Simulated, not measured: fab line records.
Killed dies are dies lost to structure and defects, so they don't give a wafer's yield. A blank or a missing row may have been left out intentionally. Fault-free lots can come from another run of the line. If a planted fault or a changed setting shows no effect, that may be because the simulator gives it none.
Struck lot and sound lot, side by side ; flow n5-finfet ; 19 out of 1938 route steps
Sound: wafers L603.1, L603.2, L603.4. Struck: wafers L606.2, L606.3, L606.6. The cause is given at the end.
Per side, at each step with rows, come the tool, then ch with its chambers, and then its first start. Under that, the readings that differ: sound wafers ; struck wafers ; difference of the means ; sigmas: that difference in standard deviations of wafers without a fault.
alike: readings with means less than 2 such deviations apart, plus words and numbers identical on both sides. not compared: withheld readings, readings lacking a value on some wafer, bounds such as >300 that could conceal the same value, and numbers that have no deviation in the record and whose values overlap.
The two part at a step that has a row with sigmas, a row that says differs or no value, or rows on one side only. Non-overlapping numbers with no deviation appear without sigmas and do not part them. A reading missing from all wafers of one side parts the sides only when that side holds two or more wafers.

N5_BEOL_M0_SAQP_HM_DEP_02: deposits TiN, target thk 12 nm.
  sound on pvd-sputter-03, day 6 08:16; struck on pvd-sputter-01, day 6 19:31
  alike: substrate-temp-c, throttle-valve-pct
N5_BEOL_M0_SAQP_PECVD_03: deposits SiCN from 3MS/NH3, target thk 12 nm, time 21.1 s.
  sound on pecvd-03 ch 0,1, day 6 08:23; struck on pecvd-01 ch 0,1,2, day 6 19:38
  alike: showerhead-plenum-p-Torr, throttle-valve-pct
N5_BEOL_M0_SAQP_PECVD_96: deposits a-Si from SiH4/He, target thk 45 nm, time 45.2 s.
  sound on pecvd-03 ch 0,1, day 6 08:25; struck on pecvd-01 ch 0,1,2, day 6 19:40
  alike: heater-power-outer-w, heater-power-w, showerhead-plenum-p-Torr, throttle-valve-pct
N5_BEOL_M0_SAQP_PECVD_97: deposits SiNx from SiH4/NH3/N2, target thk 23 nm, time 19.9 s.
  sound on pecvd-03 ch 0,1, day 6 08:28; struck on pecvd-01 ch 0,1,2, day 6 19:43
  alike: heater-power-outer-w, heater-power-w, showerhead-plenum-p-Torr, throttle-valve-pct
N5_BEOL_M0_SAQP_PECVD_04: deposits a-Si from SiH4/He, target thk 60 nm, time 60.2 s.
  sound on pecvd-03 ch 0,1, day 6 08:30; struck on pecvd-01 ch 0,1,2, day 6 19:46
  alike: heater-power-outer-w, heater-power-w, showerhead-plenum-p-Torr, throttle-valve-pct
N5_BEOL_M0_SAQP_THK_MEAS_05:
  sound on film-metro-02, day 6 08:35; struck on film-metro-01, day 6 19:51
  alike: thk-nm
then, 6 steps without rows for these wafers: N5_BEOL_M0_SAQP_HM_DEP_111 (deposits SiO2 from SiH4/N2O, target thk 12 nm, time 7.2 s); N5_BEOL_M0_SAQP_COAT_81 (time 60 s, resist thk 100 nm); N5_BEOL_M0_SAQP_COAT_82 (time 60 s, resist thk 30 nm); N5_BEOL_M0_SAQP_COAT_08 (resist thk 90 nm); N5_BEOL_M0_SAQP_EBR_10; N5_BEOL_M0_SAQP_SOFTBAKE_09 (time 60 s).
N5_BEOL_M0_SAQP_EXPOSE_11: exposes mask M0 CORE, target cd 42 nm.
  sound on arfi-scanner-01 ch 0, day 6 09:01; struck on arfi-scanner-01 ch 0, day 6 20:05
reading;sound;struck;difference;sigmas
exposure-dose-mJ-cm2;54.97 55.02 55.00;58.52 58.61 58.59;+3.58;+60
  alike: mask
then, 2 steps without rows for these wafers: N5_BEOL_M0_SAQP_PEB_12 (peb time 60 s); N5_BEOL_M0_SAQP_DEVELOP_13 (develop time 30 s).
N5_BEOL_M0_SAQP_CD_MEAS_14: the cd target is 42.5 nm.
  sound on cd-sem-01 ch 0, day 6 09:08; struck on cd-sem-02 ch 0, day 6 20:13
reading;sound;struck;difference;sigmas
cd-nm (nm);42.4 42.8 42.5;40.4 40.6 40.3;-2.1;-6
N5_BEOL_M0_SAQP_OVL_MEAS_15:
  sound on overlay-02 ch 0, day 6 09:10; struck on overlay-01 ch 0, day 6 20:15
  alike: M0_CORE_OVL
-- here the record skips 2 days between the struck wafers' starts before and after, leaving off in module BEOL_M0_SAQP and picking up in module BEOL_M4 (first step shown: number 1111 of the route) --
N5_BEOL_M4_RC_MEAS_101:
  sound on prober-01 ch 0, day 8 18:14; struck on prober-01 ch 0, day 9 03:05
  alike: DIBL_N, DIBL_P, IOFF_N, IOFF_P, ION_N, ION_P, SS_N, SS_P, VT_N, VT_P
-- the record jumps here: 5 days lie between the struck wafers' starts before and after (it left off in module BEOL_M4 and takes up again in module PASSIVATION, whose first step shown is number 1936 of the route) --
N5_PASSIVATION_PROBE_49:
  rows exist in the record for the struck wafers here (prober-02, day 14 04:13), but not for the sound ones

## WHERE THEY PART
Last at N5_PASSIVATION_PROBE_49 as far as this record goes, first at N5_BEOL_M0_SAQP_EXPOSE_11.

WHY: the cause the simulator had injected
Process parameter drift: arfi-scanner-01, from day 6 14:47 on, at N5_BEOL_M0_SAQP_EXPOSE_11. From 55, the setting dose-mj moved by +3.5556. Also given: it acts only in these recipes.
